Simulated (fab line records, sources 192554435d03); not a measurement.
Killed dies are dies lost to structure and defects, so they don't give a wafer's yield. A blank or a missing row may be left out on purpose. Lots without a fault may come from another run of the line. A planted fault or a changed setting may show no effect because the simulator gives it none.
Split-lot experiment | flow n5_finfet | 7 lots, 21 wafers read, on a route of 1938 steps

THE SPLIT
At N5_BEOL_M8_VIA_ETCH_34 (etches SiCOH lowk in C4F6/O2, target depth 125.5 nm, time 50.5 s), the setting source_w was moved away from the recipe's 345 W on 9 of the 21 wafers read, by -15.7% to -5.0%. The other wafers ran this setting at the recipe's value.

The reading is taken at the split's own step.

THE READING
rf_vpp_V, in V, at N5_BEOL_M8_VIA_ETCH_34 (etches SiCOH lowk in C4F6/O2, target depth 125.5 nm, time 50.5 s). Fault-free wafers of this fab line usually give 665 V, standard deviation 12 V.

wafer  | tool, chamber at the split | source_w as run, W | against the recipe | rf_vpp_V, V | against lot-mates on the recipe
L075.3 | rie_diel-05, 3             | 345                | recipe             | 651         | -
L075.5 | rie_diel-05, 1             | 345                | recipe             | 657         | -
L075.6 | rie_diel-05, 0             | 345                | recipe             | 666         | -
L076.2 | rie_diel-02, 2             | 290.9              | -15.7%             | 745         | no lot-mate on the recipe
L076.4 | rie_diel-02, 1             | 290.9              | -15.7%             | 716         | no lot-mate on the recipe
L076.6 | rie_diel-02, 0             | 290.9              | -15.7%             | 735         | no lot-mate on the recipe
L074.1 | rie_diel-05, 1             | 345                | recipe             | 657         | -
L074.3 | rie_diel-05, 0             | 327.9              | -5.0%              | 686         | +24
L074.5 | rie_diel-05, 0             | 345                | recipe             | 666         | -
L077.1 | rie_diel-03, 1             | 345                | recipe             | 648         | -
L077.2 | rie_diel-03, 3             | 301.5              | -12.6%             | 730         | +82
L077.5 | rie_diel-03, 1             | 345                | recipe             | 649         | -
L084.3 | rie_diel-05, 1             | 345                | recipe             | 656         | -
L084.4 | rie_diel-05, 2             | 345                | recipe             | 658         | -
L084.5 | rie_diel-05, 3             | 345                | recipe             | 653         | -
L086.1 | rie_diel-05, 2             | 345                | recipe             | 658         | -
L086.3 | rie_diel-05, 1             | 324.8              | -5.9%              | 679         | +21
L086.5 | rie_diel-05, 3             | 324.8              | -5.9%              | 673         | +15
L096.4 | rie_diel-02, 0             | 345                | recipe             | 671         | -
L096.5 | rie_diel-02, 3             | 316                | -8.4%              | 694         | +23
L096.6 | rie_diel-02, 0             | 316                | -8.4%              | 703         | +32

THE FIT
A straight line over all 21 wafers: rf_vpp_V changes by -4.87 V for each +1% of source_w; r = -0.96; the points scatter about the line by 8.6 V.
The same after taking each lot's own level away (the mean of its wafers on the recipe; 18 wafers): -4.78 V for each +1%; r = -0.92; scatter 8.5 V.
On that fit, the largest move of source_w shifts the reading by 75 V.
The lots' own levels span 648.5 to 671.0 V, that is 1.9 times the standard deviation above.
So the lot-to-lot level changes the slope little: the two slopes agree.
Check: with one of the wafers moved furthest among these (-12.6%) left out of the fit, the line predicts +42.6 V for it against its lot-mates. It came out at +81.5 V against them.
Tool readings at the split's step, against how far the setting was moved: rf_vpp_V r = -0.96.

OTHER SPLITS ON THESE WAFERS
These wafers also went through other splits before the reading. Each is held against what the fit with the lots' levels taken away leaves over:
other split on the same wafers  | wafers away from the commonest value | r with rf_vpp_V (lot level and that fit taken away)
N5_BEOL_M7_DESCUM_33 time_s     | 7                                    | +0.06
N5_BEOL_M8_DESCUM_33 time_s     | 5                                    | +0.43
N5_BEOL_M8_ETCH_72 h2_flow_sccm | 7                                    | -0.20

THE FILE'S OWN FIT
rf_vpp_V changes by -5.12 V for each +1% of source_w, r = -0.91.
